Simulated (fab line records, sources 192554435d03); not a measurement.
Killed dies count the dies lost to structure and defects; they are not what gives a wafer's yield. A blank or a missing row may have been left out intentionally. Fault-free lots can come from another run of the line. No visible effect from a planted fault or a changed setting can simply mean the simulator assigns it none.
Chamber matching ; flow n5-finfet ; N5_BEOL_M3_ETCH_69 on rie-diel-04 has 4 sister chambers
The step etches SiARC in CF4, target depth 15.6 nm, time 26 s. 8 wafers are shown with their chamber, then 9 later ones without.

== WAFERS PAIRED WITH THEIR CHAMBERS ==
wafer;chamber;showerhead-plenum-p-Torr (Torr);throttle-valve-pct (%)
L084.1;1;2.03;15.82
L084.5;1;2.03;15.82
L087.2;2;2.22;15.71
L086.4;0;2.10;15.32
L086.5;3;2.09;15.81
L090.2;0;2.10;15.32
L090.4;2;2.21;15.72
L090.6;3;2.09;15.82

== WAFERS WITH NO CHAMBER GIVEN ==
wafer;showerhead-plenum-p-Torr (Torr);throttle-valve-pct (%)
L093.2;2.10;15.31
L093.4;2.09;15.83
L093.6;2.21;15.72
L094.1;2.09;15.82
L094.2;2.10;15.34
L094.3;2.21;15.76
L094.4;2.28;15.33
L094.5;2.21;15.74
L094.6;2.28;15.33

== THE CHAMBER EACH PASSED THROUGH ==
wafer;from the rows above;in truth
L093.2;0;0
L093.4;3;3
L093.6;2;2
L094.1;3;3
L094.2;0;0
L094.3;2;2
L094.4;0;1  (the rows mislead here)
L094.5;2;2
L094.6;0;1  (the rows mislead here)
7 of 9 placed correctly. From these rows, 0 cannot be placed. 2 placed wrongly.
How it was worked out, from the rows above alone: a wafer's distance from a chamber is the root of the sum, over the readings, of the square of ((its reading less the chamber's mean) divided by the reading's scatter). If the next closest chamber is less than 2 further off than the closest, the wafer can't be placed; otherwise it belongs to the closest. A chamber's mean is the mean of its shown wafers. The scatter: take each reading less its chamber's mean, square it, sum over the shown wafers, divide by the number of wafers less the number of chambers, and take the root.
